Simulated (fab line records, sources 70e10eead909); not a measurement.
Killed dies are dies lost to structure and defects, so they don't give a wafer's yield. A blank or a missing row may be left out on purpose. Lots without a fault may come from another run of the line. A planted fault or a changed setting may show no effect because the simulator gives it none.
One fault seen from 2 desks | flow nand_harc | each desk has only its own numbers; what lay behind them comes last

THE TOOL OWNER'S DESK: rie_si-05
The tool's own readings at NHARC_A_DECK1_JOINT_ETCHBACK_00 (etches the open film in HBr, target depth 30 nm, time 17.4 s): means of the sampled wafers that have a number, for each lot that ran on this tool. A lot is out of limits, marked OUT, if its mean lies more than 4 standard deviations from the usual mean; the brackets give that distance.
Columns: A = drypump_motor_current_A at NHARC_A_DECK1_JOINT_ETCHBACK_00, usual 5.8 A; B = oes_product_au at NHARC_A_DECK1_JOINT_ETCHBACK_00, usual 0.998 a.u.; C = throttle_valve_pct at NHARC_A_DECK1_JOINT_ETCHBACK_00, usual 23.266 %
lot  | first seen here | A   | B     | C
L299 | day 12 01:43    | 5.8 | 0.997 | 23.275
L301 | day 12 16:10    | 5.8 | 0.996 | 23.267
L307 | day 14 20:02    | 5.8 | 0.992 | 23.271
L308 | day 15 04:14    | 5.9 | 0.995 | 23.262
L310 | day 15 18:08    | 5.7 | 0.951 | 23.265
L311 | day 16 07:59    | 5.8 | 0.953 | 23.266
L319 | day 19 21:59    | 5.8 | 0.996 | 23.268
L322 | day 20 22:12    | 6.2 | 0.989 | 23.262
This desk's finding: nothing out of limits on any of the 8 lots.

THE METROLOGY DESK
What the gauges read, lot by lot, whatever tool the lot ran on: means of the sampled wafers that have a number. A lot is out of limits, marked OUT, if its mean lies more than 4 standard deviations from the usual mean; the brackets give that distance.
Columns: A = thk_nm at NHARC_A_DECK1_JOINT_THK_MEAS_14, usual 51.1 nm; B = thk_nm at NHARC_A_ONON_D2_THK_MEAS_11, usual 997 nm
lot  | first seen here | A    | B
L299 | day 12 01:35    | 49.5 | 1003
L301 | day 12 16:01    | 52.2 | 992
L302 | day 13 01:05    | 49.0 | 1005
L303 | day 13 06:02    | 50.4 | 994
L304 | day 13 06:02    | 51.5 | 991
L307 | day 14 19:55    | 51.9 | 988
L308 | day 15 04:05    | 50.7 | 1013
L309 | day 15 14:14    | 52.5 | 1020
L310 | day 15 18:00    | 49.1 | 978
L311 | day 16 07:51    | 51.8 | 993
L319 | day 19 21:49    | 52.6 | 983
L320 | day 20 01:34    | 50.8 | 1004
L322 | day 20 22:05    | 49.9 | 1014
This desk's finding: nothing out of limits on any of the 13 lots.

PUT TOGETHER
The tool owner's desk saw nothing out of limits.
The metrology desk saw nothing out of limits.

WHAT THE SIMULATOR HAD PUT IN
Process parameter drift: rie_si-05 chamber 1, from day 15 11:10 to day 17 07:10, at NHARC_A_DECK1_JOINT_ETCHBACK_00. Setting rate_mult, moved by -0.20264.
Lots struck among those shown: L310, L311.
